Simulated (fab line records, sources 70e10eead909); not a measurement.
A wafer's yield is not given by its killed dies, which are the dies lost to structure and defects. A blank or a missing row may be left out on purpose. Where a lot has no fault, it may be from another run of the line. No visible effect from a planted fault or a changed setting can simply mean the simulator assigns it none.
fab line records	flow nand-harc
record lots=24	wafers=72	last-day=24
route steps=1159 shown P_GATE@213 P_M1@299 P_M2@345
lots that met no fault: taken from a fault-free run of the same line
start-h: hours from the record's opening day to when the first of the lot's shown wafers began	wait-h: time in hours since the lot's previous step	" the same as in the row above	L1.1+2: a row that stands for several wafers	- no value, or no start given	* or withheld: withheld	< > ~ a bound
route shown NAME@n: a module of which the file shows steps, and the number in the route of the first	usual: the fault-free wafers' mean and standard deviation	same: alike in all rows	chamber/n: place in a boat	sites: each site's reading	_std_site: their standard deviation	_edge_site: inner sites' mean taken away from outer sites' mean	radius-mm: how far each site lies from the wafer's centre	mask NAME#n: copy n	behind: the tool/chamber that last shaped the wafer	hold: what put the lot on hold/how long, in hours/how the hold closed	device: transistor that didn't switch, given as n, p or np	end of line: the same wafers' tests at the end of the route	step lacking rows: just its recipe	killed: at the first sort, the dies lost to defects and structure; wafer yield is something else	map: shows each die of a wafer: x if killed, . if not, _ if none is there
set.NAME: the setting that was run; set.NAME@STEP: the one run at that earlier step	model.NAME: the simulator's own value behind a step, which no gauge read
the route's steps for a sample of lots (tables are steps, rows are wafers)
services: when a tool's chamber went out of use (start-h, in hours from the record's first day, below 0 if earlier), for how many hours, and the reason
## steps
# step NHARC_P_GATE_RTA_80
# recipe temp-c=300	time-s=30
# usual wafer_temp_C_max=301.5/0.34
lot.wafer	tool	chamber	start-h	wait-h	wafer_temp_C_max
L074.1	rtp-anneal-02	0	103.84	-	301.7
L074.3	"	0	"	"	301.4
L074.5	"	0	"	"	301.6
L075.1	rtp-anneal-02	0	113.20	-	301.1
L075.4	"	0	"	"	301.7
L075.6	"	0	"	"	301.0
L076.2	rtp-anneal-01	0	116.93	-	301.1
L076.5	"	0	"	"	301.4
L076.6	"	0	"	"	301.4
L077.3	rtp-anneal-02	0	117.85	-	301.9
L077.4	"	0	"	"	301.1
L077.6	"	0	"	"	301.5
L078.2	rtp-anneal-02	0	129.89	-	301.7
L078.3	"	0	"	"	301.8
L078.6	"	0	"	"	301.5
L079.2	rtp-anneal-01	0	130.55	-	301.4
L079.3	"	0	"	"	301.0
L079.6	"	0	"	"	302.0
L080.1	rtp-anneal-01	0	147.89	-	301.8
L080.3	"	0	"	"	301.0
L080.5	"	0	"	"	301.9
L081.2	rtp-anneal-01	0	148.36	-	301.7
L081.3	"	0	"	"	301.5
L081.4	"	0	"	"	301.4
L082.2	rtp-anneal-01	0	154.12	-	301.5
L082.3	"	0	"	"	301.6
L082.5	"	0	"	"	302.1
L083.1	rtp-anneal-02	0	164.97	-	301.4
L083.5	"	0	"	"	302.0
L083.6	"	0	"	"	301.5
L085.1	rtp-anneal-01	0	182.86	-	302.0
L085.3	"	0	"	"	301.6
L085.4	"	0	"	"	301.4
L084.2	rtp-anneal-02	0	184.14	-	301.2
L084.3	"	0	"	"	301.0
L084.5	"	0	"	"	301.3
L088.1	rtp-anneal-02	0	184.69	-	301.1
L088.5	"	0	"	"	301.4
L088.6	"	0	"	"	301.7
L086.3	rtp-anneal-02	0	189.19	-	301.4
L086.5	"	0	"	"	301.2
L086.6	"	0	"	"	301.5
L087.1	rtp-anneal-01	0	190.20	-	301.0
L087.2	"	0	"	"	302.0
L087.6	"	0	"	"	301.2
L089.2	rtp-anneal-01	0	198.22	-	301.8
L089.5	"	0	"	"	301.9
L089.6	"	0	"	"	301.5
L090.1	rtp-anneal-02	0	198.80	-	301.7
L090.2	"	0	"	"	301.3
L090.6	"	0	"	"	301.1
L091.1	rtp-anneal-02	0	209.44	-	301.3
L091.3	"	0	"	"	300.9
L091.4	"	0	"	"	301.6
L093.3	rtp-anneal-02	0	214.03	-	301.2
L093.4	"	0	"	"	301.6
L093.5	"	0	"	"	301.3
L092.2	rtp-anneal-01	0	216.04	-	302.2
L092.4	"	0	"	"	301.6
L092.5	"	0	"	"	301.8
L095.2	rtp-anneal-02	0	228.00	-	302.0
L095.3	"	0	"	"	301.3
L095.5	"	0	"	"	301.6
L094.1	rtp-anneal-02	0	228.34	-	300.9
L094.4	"	0	"	"	301.2
L094.5	"	0	"	"	301.2
L097.2	rtp-anneal-01	0	240.28	-	301.6
L097.3	"	0	"	"	301.9
L097.6	"	0	"	"	301.1
L096.1	rtp-anneal-01	0	241.03	-	301.0
L096.3	"	0	"	"	301.7
L096.4	"	0	"	"	302.5
# step NHARC_P_GATE_RTA_82
# recipe temp-c=450	time-s=30
# usual lamp-power-pct=3.7/0.37	lamp_zone_6_pct=3.7/0.37	lamp_zone_7_pct=3.9/0.39	wafer_temp_C_max=452.3/0.45
lot.wafer	tool	chamber	start-h	wait-h	lamp-power-pct	lamp_zone_6_pct	lamp_zone_7_pct	wafer_temp_C_max
L074.1	rtp-anneal-01	0	104.31	-	4.1	4.1	4.4	451.9
L074.3	"	0	"	"	4.1	4.1	4.4	451.7
L074.5	"	0	"	"	4.2	4.1	4.4	452.0
L075.1	rtp-anneal-01	0	113.66	-	4.1	4.1	4.4	452.4
L075.4	"	0	"	"	4.1	4.1	4.4	452.3
L075.6	"	0	"	"	4.1	4.1	4.4	451.9
L076.2	rtp-anneal-02	0	117.38	-	3.4	3.4	3.6	452.5
L076.5	"	0	"	"	3.4	3.4	3.6	452.0
L076.6	"	0	"	"	3.4	3.4	3.6	452.3
L077.3	rtp-anneal-02	0	118.30	-	3.4	3.4	3.6	451.9
L077.4	"	0	"	"	3.4	3.4	3.6	451.7
L077.6	"	0	"	"	3.4	3.4	3.6	452.1
L078.2	rtp-anneal-02	0	130.35	-	3.4	3.4	3.6	451.9
L078.3	"	0	"	"	3.4	3.4	3.6	452.3
L078.6	"	0	"	"	3.4	3.4	3.6	452.1
L079.2	rtp-anneal-02	0	131.01	-	3.4	3.4	3.6	451.9
L079.3	"	0	"	"	3.4	3.4	3.6	452.4
L079.6	"	0	"	"	3.4	3.4	3.6	452.2
L080.1	rtp-anneal-02	0	148.36	-	3.4	3.4	3.6	452.9
L080.3	"	0	"	"	3.4	3.4	3.6	452.7
L080.5	"	0	"	"	3.4	3.4	3.6	452.2
L081.2	rtp-anneal-01	0	148.83	-	4.1	4.1	4.4	453.0
L081.3	"	0	"	"	4.1	4.1	4.4	451.7
L081.4	"	0	"	"	4.2	4.1	4.4	451.4
L082.2	rtp-anneal-02	0	154.87	-	3.4	3.4	3.6	451.8
L082.3	"	0	"	"	3.4	3.4	3.6	452.5
L082.5	"	0	"	"	3.4	3.4	3.6	451.7
L083.1	rtp-anneal-01	0	165.45	-	4.2	4.1	4.4	452.2
L083.5	"	0	"	"	4.1	4.1	4.4	452.7
L083.6	"	0	"	"	4.1	4.1	4.4	451.7
L085.1	rtp-anneal-02	0	183.32	-	3.4	3.4	3.6	452.0
L085.3	"	0	"	"	3.4	3.4	3.6	452.0
L085.4	"	0	"	"	3.4	3.4	3.6	452.3
L084.2	rtp-anneal-01	0	184.60	-	4.1	4.1	4.4	452.8
L084.3	"	0	"	"	4.1	4.1	4.4	452.6
L084.5	"	0	"	"	4.1	4.1	4.4	452.0
L088.1	rtp-anneal-01	0	185.15	-	4.1	4.1	4.4	451.6
L088.5	"	0	"	"	4.1	4.1	4.4	451.7
L088.6	"	0	"	"	4.1	4.1	4.4	452.8
L086.3	rtp-anneal-02	0	189.66	-	3.4	3.4	3.6	452.3
L086.5	"	0	"	"	3.4	3.4	3.6	451.7
L086.6	"	0	"	"	3.4	3.4	3.6	452.6
L087.1	rtp-anneal-02	0	190.65	-	3.4	3.4	3.6	452.5
L087.2	"	0	"	"	3.4	3.4	3.6	452.0
L087.6	"	0	"	"	3.4	3.4	3.6	453.1
L089.2	rtp-anneal-01	0	198.69	-	4.1	4.1	4.4	451.9
L089.5	"	0	"	"	4.1	4.1	4.4	452.1
L089.6	"	0	"	"	4.1	4.1	4.4	452.7
L090.1	rtp-anneal-02	0	199.28	-	3.4	3.4	3.6	452.6
L090.2	"	0	"	"	3.4	3.4	3.6	452.1
L090.6	"	0	"	"	3.4	3.4	3.6	452.4
L091.1	rtp-anneal-01	0	209.94	-	4.1	4.1	4.4	452.7
L091.3	"	0	"	"	4.1	4.1	4.4	452.6
L091.4	"	0	"	"	4.2	4.1	4.4	452.8
L093.3	rtp-anneal-01	0	214.49	-	4.1	4.1	4.4	453.3
L093.4	"	0	"	"	4.1	4.1	4.4	452.9
L093.5	"	0	"	"	4.1	4.1	4.4	453.3
L092.2	rtp-anneal-02	0	216.50	-	3.4	3.4	3.6	452.4
L092.4	"	0	"	"	3.4	3.4	3.6	452.1
L092.5	"	0	"	"	3.4	3.4	3.6	451.6
L095.2	rtp-anneal-01	0	228.46	-	4.1	4.1	4.4	452.3
L095.3	"	0	"	"	4.1	4.1	4.4	452.2
L095.5	"	0	"	"	4.1	4.1	4.4	451.7
L094.1	rtp-anneal-02	0	229.13	-	3.4	3.4	3.6	452.4
L094.4	"	0	"	"	3.4	3.4	3.6	452.1
L094.5	"	0	"	"	3.4	3.4	3.6	452.6
L097.2	rtp-anneal-02	0	240.74	-	3.4	3.4	3.6	451.9
L097.3	"	0	"	"	3.4	3.4	3.6	452.2
L097.6	"	0	"	"	3.4	3.4	3.6	451.5
L096.1	rtp-anneal-01	0	241.48	-	4.2	4.1	4.4	453.1
L096.3	"	0	"	"	4.2	4.1	4.4	452.9
L096.4	"	0	"	"	4.1	4.1	4.4	452.2
# step NHARC_P_M1_ETCH_35
# recipe target-depth-a=400	overetch-a=120	time-s=43.94	ion-energy-ev=200	n2-flow-sccm=150	h2-flow-sccm=150	ar-flow-sccm=0	rf-w=400	bias-w=150	chemistry=N2/H2
# usual drypump-motor-current-A=5.8/0.38	oes-product-au=0.998/0.015	rf-vpp-V=431.7/2.2	showerhead-plenum-p-Torr=2.08/0.074	throttle-valve-pct=14.172/0.0089
lot.wafer	tool	chamber	start-h	wait-h	drypump-motor-current-A	oes-product-au	rf-hours-counter-h	rf-vpp-V	showerhead-plenum-p-Torr	throttle-valve-pct
L074.3	rie-diel-01	0	115.31	0.1	6.4	0.998	11	434.8	2.20	14.167
L074.1	"	2	"	"	5.8	1.028	13	430.5	2.04	14.166
L074.5	"	0	"	"	6.4	0.996	-	435.3	2.20	14.171
L075.1	rie-diel-06	0	129.19	0.1	5.5	0.978	4	430.5	2.10	14.185
L075.4	"	1	"	"	5.6	0.998	5	427.9	2.00	14.164
L075.6	"	3	"	"	5.6	1.012	-	429.7	2.03	14.175
L076.2	rie-diel-06	2	129.82	0.1	5.2	1.005	5	434.2	2.15	14.171
L076.6	"	2	"	"	5.2	1.012	-	433.4	2.15	14.178
L076.5	"	3	"	"	5.7	1.025	-	432.1	2.03	14.166
L077.3	rie-diel-12	3	130.53	0.1	5.4	0.990	2	434.3	2.16	14.158
L077.4	"	2	"	"	5.4	0.986	-	430.9	2.04	14.187
L077.6	"	3	"	"	5.4	0.989	-	434.4	2.16	14.173
L078.2	rie-diel-12	0	140.64	0.1	6.4	1.005	3	434.3	2.19	14.169
L078.3	"	2	"	"	5.4	0.992	3	430.9	2.04	14.168
L078.6	"	0	"	"	6.4	1.009	-	433.4	2.19	14.165
L079.3	rie-diel-12	3	141.44	0.1	5.4	0.995	2	433.1	2.16	14.178
L079.2	"	0	"	"	6.4	1.006	3	434.1	2.19	14.172
L079.6	"	3	"	"	5.4	0.990	-	432.9	2.16	14.180
L080.1	rie-diel-01	2	158.71	0.1	5.8	1.017	1	431.3	2.04	14.176
L080.3	"	0	"	"	6.5	0.989	1	433.9	2.20	14.173
L080.5	"	2	"	"	5.7	1.018	-	429.0	2.04	14.165
L081.2	rie-diel-01	3	159.70	0.1	5.8	0.987	1	430.5	2.03	14.161
L081.4	"	0	"	"	6.4	0.991	1	434.8	2.20	14.156
L081.3	"	2	"	"	5.8	1.019	1	430.4	2.04	14.171
L082.3	rie-diel-01	0	167.92	0.1	6.4	0.984	1	435.6	2.20	14.183
L082.2	"	2	"	"	5.8	1.006	1	431.6	2.04	14.164
L082.5	"	1	"	"	5.5	0.971	-	429.6	2.05	14.183
L083.1	rie-diel-01	1	185.71	0.1	5.5	0.975	2	428.6	2.05	14.177
L083.6	"	1	"	"	5.5	0.973	-	428.8	2.05	14.161
L083.5	"	2	"	"	5.8	1.009	-	430.9	2.04	14.168
L085.4	rie-diel-12	1	193.91	0.1	6.1	0.998	3	427.4	1.97	14.168
L085.3	"	2	"	"	5.4	0.976	4	430.5	2.04	14.175
L085.1	"	3	"	"	5.4	0.993	4	434.1	2.16	14.178
L084.3	rie-diel-01	3	199.19	0.1	5.8	0.995	4	430.8	2.03	14.164
L084.2	"	0	"	"	6.4	0.992	4	436.6	2.20	14.174
L084.5	"	2	"	"	5.8	1.030	-	429.8	2.04	14.154
L088.1	rie-diel-06	2	199.39	0.1	5.2	1.018	8	432.2	2.15	14.185
L088.6	"	2	"	"	5.2	1.014	-	434.8	2.15	14.175
L088.5	"	3	"	"	5.7	1.024	-	431.8	2.03	14.170
L086.3	rie-diel-12	1	201.47	0.1	6.1	1.013	3	427.9	1.97	14.172
L086.6	"	3	"	"	5.4	0.992	-	432.5	2.16	14.171
L086.5	"	0	"	"	6.4	1.008	-	434.8	2.19	14.182
L087.2	rie-diel-01	3	206.19	0.1	5.8	0.994	4	429.7	2.03	14.173
L087.1	"	0	"	"	6.4	0.997	4	434.2	2.20	14.171
L087.6	"	3	"	"	5.9	0.988	-	429.1	2.03	14.194
L089.2	rie-diel-12	1	215.76	0.1	6.1	0.997	0	426.2	1.97	14.169
L089.6	"	1	"	"	6.1	1.014	-	429.7	1.97	14.168
L089.5	"	2	"	"	5.4	0.989	-	430.2	2.04	14.166
L090.1	rie-diel-12	2	216.83	0.1	5.4	0.984	0	430.6	2.04	14.159
L090.2	"	3	"	"	5.4	1.008	0	435.1	2.16	14.172
L090.6	"	2	"	"	5.3	0.971	-	430.2	2.04	14.163
L091.1	rie-diel-06	1	221.94	0.1	5.7	0.994	9	429.4	2.00	14.181
L091.3	"	3	"	"	5.7	1.018	8	430.2	2.03	14.171
L091.4	"	0	"	"	5.5	0.991	8	432.4	2.09	14.165
L093.3	rie-diel-01	3	224.74	0.1	5.8	0.983	6	430.5	2.03	14.190
L093.4	"	1	"	"	5.6	0.975	6	432.0	2.05	14.175
L093.5	"	2	"	"	5.7	1.021	-	430.6	2.04	14.157
L092.2	rie-diel-06	0	226.78	0.1	5.5	0.992	9	432.6	2.09	14.175
L092.4	"	1	"	"	5.7	1.013	10	429.4	2.00	14.173
L092.5	"	0	"	"	5.5	0.993	-	430.6	2.09	14.160
L095.2	rie-diel-01	0	248.69	0.1	6.4	0.990	9	434.5	2.20	14.171
L095.3	"	1	"	"	5.5	0.986	7	430.5	2.04	14.164
L095.5	"	2	"	"	5.7	1.019	-	429.9	2.04	14.164
L094.4	rie-diel-01	1	249.52	0.1	5.5	0.972	7	430.1	2.05	14.161
L094.1	"	2	"	"	5.8	1.014	7	431.6	2.04	14.156
L094.5	"	2	"	"	5.7	1.011	-	432.2	2.04	14.183
L097.3	rie-diel-12	0	251.90	0.1	6.4	0.997	1	434.5	2.19	14.179
L097.2	"	3	"	"	5.4	1.005	1	433.6	2.16	14.154
L097.6	"	1	"	"	6.1	1.008	-	428.8	1.97	14.181
L096.4	rie-diel-12	1	252.53	0.1	6.1	1.017	1	429.7	1.97	14.172
L096.3	"	2	"	"	5.4	0.991	1	432.3	2.04	14.170
L096.1	"	3	"	"	5.4	1.010	1	433.8	2.16	14.159
# step NHARC_P_M1_DEGAS_29
# recipe temp-c=250	time-s=60
# usual heater-power-w=328/20
lot.wafer	tool	chamber	start-h	wait-h	heater-power-w
L074.1	pvd-sputter-02	-	116.25	-	324
L074.3	"	-	"	"	317
L074.5	"	-	"	"	315
L075.4	pvd-sputter-03	-	130.18	-	367
L075.1	"	-	"	"	317
L075.6	"	-	"	"	318
L076.2	pvd-sputter-02	-	130.87	-	314
L076.6	"	-	"	"	314
L076.5	"	-	"	"	312
L077.4	pvd-sputter-01	-	131.55	-	302
L077.3	"	-	"	"	332
L077.6	"	-	"	"	303
L078.3	pvd-sputter-01	-	141.64	-	359
L078.2	"	-	"	"	298
L078.6	"	-	"	"	303
L079.3	pvd-sputter-03	-	142.41	-	314
L079.2	"	-	"	"	299
L079.6	"	-	"	"	365
L080.3	pvd-sputter-02	-	159.65	-	325
L080.1	"	-	"	"	306
L080.5	"	-	"	"	319
L081.2	pvd-sputter-02	-	160.65	-	318
L081.4	"	-	"	"	317
L081.3	"	-	"	"	303
L082.3	pvd-sputter-03	-	168.86	-	313
L082.2	"	-	"	"	311
L082.5	"	-	"	"	319
L083.1	pvd-sputter-01	-	186.80	-	347
L083.5	"	-	"	"	328
L083.6	"	-	"	"	332
L085.1	pvd-sputter-01	-	194.84	-	364
L085.4	"	-	"	"	323
L085.3	"	-	"	"	331
L084.2	pvd-sputter-03	-	200.12	-	310
L084.3	"	-	"	"	316
L084.5	"	-	"	"	312
L088.1	pvd-sputter-01	-	200.37	-	335
L088.5	"	-	"	"	355
L088.6	"	-	"	"	326
L086.3	pvd-sputter-03	-	202.41	-	285
L086.6	"	-	"	"	356
L086.5	"	-	"	"	314
L087.1	pvd-sputter-01	-	207.12	-	342
L087.2	"	-	"	"	321
L087.6	"	-	"	"	354
L089.2	pvd-sputter-01	-	216.71	-	351
L089.6	"	-	"	"	324
L089.5	"	-	"	"	353
L090.1	pvd-sputter-03	-	217.76	-	304
L090.2	"	-	"	"	317
L090.6	"	-	"	"	364
L091.3	pvd-sputter-01	-	222.87	-	361
L091.4	"	-	"	"	318
L091.1	"	-	"	"	342
L093.3	pvd-sputter-02	-	225.68	-	351
L093.4	"	-	"	"	316
L093.5	"	-	"	"	325
L092.2	pvd-sputter-03	-	227.71	-	323
L092.4	"	-	"	"	315
L092.5	"	-	"	"	313
L095.3	pvd-sputter-02	-	249.64	-	341
L095.2	"	-	"	"	320
L095.5	"	-	"	"	341
L094.1	pvd-sputter-01	-	250.45	-	317
L094.4	"	-	"	"	326
L094.5	"	-	"	"	330
L097.3	pvd-sputter-03	-	252.83	-	356
L097.2	"	-	"	"	325
L097.6	"	-	"	"	346
L096.1	pvd-sputter-01	-	253.45	-	311
L096.4	"	-	"	"	334
L096.3	"	-	"	"	358
# step NHARC_P_M1_INSPECT_27
# usual raw-defect-count=331/130
lot.wafer	tool	chamber	start-h	wait-h	raw-defect-count
L074.1	defect-inspect-02	-	117.88	0.0	469
L074.3	"	-	"	"	381
L074.5	"	-	"	"	511
L075.1	defect-inspect-02	-	131.73	0.0	484
L075.4	"	-	"	"	253
L075.6	"	-	"	"	372
L076.2	defect-inspect-01	-	132.44	0.0	421
L076.5	"	-	"	"	569
L076.6	"	-	"	"	318
L077.3	defect-inspect-02	-	133.40	0.0	305
L077.4	"	-	"	"	176
L077.6	"	-	"	"	236
L078.2	defect-inspect-01	-	143.42	0.0	307
L078.3	"	-	"	"	155
L078.6	"	-	"	"	180
L079.2	defect-inspect-01	-	144.00	0.0	396
L079.3	"	-	"	"	498
L079.6	"	-	"	"	399
L080.1	defect-inspect-01	-	161.19	0.0	535
L080.3	"	-	"	"	254
L080.5	"	-	"	"	522
L081.2	defect-inspect-02	-	162.21	0.0	249
L081.3	"	-	"	"	237
L081.4	"	-	"	"	300
L082.2	defect-inspect-01	-	170.42	0.0	459
L082.3	"	-	"	"	373
L082.5	"	-	"	"	289
L083.1	defect-inspect-01	-	188.37	0.0	341
L083.5	"	-	"	"	358
L083.6	"	-	"	"	240
L085.1	defect-inspect-02	-	196.43	0.0	381
L085.3	"	-	"	"	328
L085.4	"	-	"	"	340
L084.2	defect-inspect-02	-	201.67	0.0	242
L084.3	"	-	"	"	270
L084.5	"	-	"	"	204
L088.1	defect-inspect-01	-	202.22	0.0	409
L088.5	"	-	"	"	403
L088.6	"	-	"	"	221
L086.3	defect-inspect-01	-	203.94	0.0	300
L086.5	"	-	"	"	295
L086.6	"	-	"	"	608
L087.1	defect-inspect-01	-	208.72	0.0	168
L087.2	"	-	"	"	249
L087.6	"	-	"	"	152
L089.2	defect-inspect-02	-	218.26	0.0	198
L089.5	"	-	"	"	141
L089.6	"	-	"	"	265
L090.1	defect-inspect-01	-	219.33	0.0	392
L090.2	"	-	"	"	482
L090.6	"	-	"	"	317
L091.1	defect-inspect-01	-	224.42	0.0	469
L091.3	"	-	"	"	466
L091.4	"	-	"	"	277
L093.3	defect-inspect-02	-	227.22	0.0	256
L093.4	"	-	"	"	174
L093.5	"	-	"	"	181
L092.2	defect-inspect-01	-	229.33	0.0	298
L092.4	"	-	"	"	317
L092.5	"	-	"	"	177
L095.2	defect-inspect-01	-	251.28	0.0	261
L095.3	"	-	"	"	318
L095.5	"	-	"	"	283
L094.1	defect-inspect-02	-	252.08	0.0	237
L094.4	"	-	"	"	293
L094.5	"	-	"	"	160
L097.2	defect-inspect-01	-	254.39	0.0	339
L097.3	"	-	"	"	263
L097.6	"	-	"	"	324
L096.1	defect-inspect-01	-	255.00	0.0	215
L096.3	"	-	"	"	325
L096.4	"	-	"	"	461
# step NHARC_P_M2_THK_MEAS_24
# recipe thk-meas-gauge=xrf
# usual thk-nm=144.3/1.7
lot.wafer	tool	chamber	start-h	wait-h	thk-nm
L074.1	film-metro-02	-	122.11	-	144.6
L074.3	"	-	"	"	144.2
L074.5	"	-	"	"	146.9
L075.1	film-metro-02	-	135.73	-	144.8
L075.4	"	-	"	"	143.0
L075.6	"	-	"	"	143.5
L076.2	film-metro-01	-	136.32	-	142.1
L076.5	"	-	"	"	144.5
L076.6	"	-	"	"	142.1
L077.3	film-metro-01	-	137.44	-	143.5
L077.4	"	-	"	"	143.2
L077.6	"	-	"	"	143.5
L078.2	film-metro-01	-	147.46	-	143.5
L078.3	"	-	"	"	148.3
L078.6	"	-	"	"	146.2
L079.2	film-metro-01	-	147.99	-	144.6
L079.3	"	-	"	"	144.1
L079.6	"	-	"	"	146.3
L080.1	film-metro-02	-	165.20	-	146.2
L080.3	"	-	"	"	146.3
L080.5	"	-	"	"	147.0
L081.2	film-metro-01	-	166.60	-	140.4
L081.3	"	-	"	"	144.6
L081.4	"	-	"	"	144.8
L082.2	film-metro-02	-	174.34	-	142.5
L082.3	"	-	"	"	143.6
L082.5	"	-	"	"	143.7
L083.1	film-metro-02	-	192.28	-	145.2
L083.5	"	-	"	"	145.0
L083.6	"	-	"	"	144.5
L085.1	film-metro-01	-	200.69	-	140.5
L085.3	"	-	"	"	139.9
L085.4	"	-	"	"	142.5
L084.2	film-metro-01	-	205.72	-	144.5
L084.3	"	-	"	"	145.3
L084.5	"	-	"	"	143.6
L088.1	film-metro-02	-	206.35	-	146.7
L088.5	"	-	"	"	144.0
L088.6	"	-	"	"	146.2
L086.3	film-metro-02	-	207.84	-	143.8
L086.5	"	-	"	"	147.6
L086.6	"	-	"	"	141.5
L087.1	film-metro-02	-	212.72	-	143.9
L087.2	"	-	"	"	146.0
L087.6	"	-	"	"	146.1
L089.2	film-metro-02	-	222.16	-	142.0
L089.5	"	-	"	"	142.4
L089.6	"	-	"	"	140.2
L090.1	film-metro-01	-	223.19	-	147.6
L090.2	"	-	"	"	145.5
L090.6	"	-	"	"	145.6
L091.1	film-metro-01	-	228.45	-	145.9
L091.3	"	-	"	"	145.1
L091.4	"	-	"	"	144.2
L093.3	film-metro-01	-	231.29	-	142.0
L093.4	"	-	"	"	142.4
L093.5	"	-	"	"	141.0
L092.2	film-metro-02	-	233.34	-	143.5
L092.4	"	-	"	"	143.9
L092.5	"	-	"	"	145.5
L095.2	film-metro-01	-	255.27	-	143.4
L095.3	"	-	"	"	143.0
L095.5	"	-	"	"	142.7
L094.1	film-metro-02	-	256.35	-	144.3
L094.4	"	-	"	"	145.2
L094.5	"	-	"	"	145.6
L097.2	film-metro-02	-	258.41	-	143.1
L097.3	"	-	"	"	143.1
L097.6	"	-	"	"	142.0
L096.1	film-metro-01	-	259.04	-	145.1
L096.3	"	-	"	"	143.2
L096.4	"	-	"	"	146.8
## services
tool	chamber	start-h	hours	kind
pvd-sputter-03	-	83.37	1.2	repair
rie-diel-01	1	91.48	2.3	repair
rie-diel-01	0	92.86	-	clean
rie-diel-01	2	92.86	-	clean
rie-diel-01	3	92.86	-	clean
rie-diel-12	3	94.92	20.1	repair
pvd-sputter-03	-	102.00	10.0	pm
rie-diel-01	0	117.36	-	clean
rie-diel-01	1	117.36	-	clean
rie-diel-01	2	117.36	-	clean
rie-diel-01	3	117.36	-	clean
rie-diel-12	1	122.14	21.0	repair
rie-diel-01	2	128.26	7.2	repair
rie-diel-01	-	138.09	9.0	pm
rie-diel-12	-	138.51	0.4	repair
pvd-sputter-01	-	158.00	10.0	pm
rie-diel-01	2	160.90	5.5	repair
pvd-sputter-02	-	161.85	10.6	repair
rie-diel-01	2	170.71	1.5	repair
rie-diel-12	-	202.42	9.0	pm
rie-diel-06	-	212.17	0.3	repair
pvd-sputter-02	-	214.03	10.0	pm
rie-diel-01	1	231.47	15.1	repair
rie-diel-06	-	241.20	9.0	pm
## key
fault none
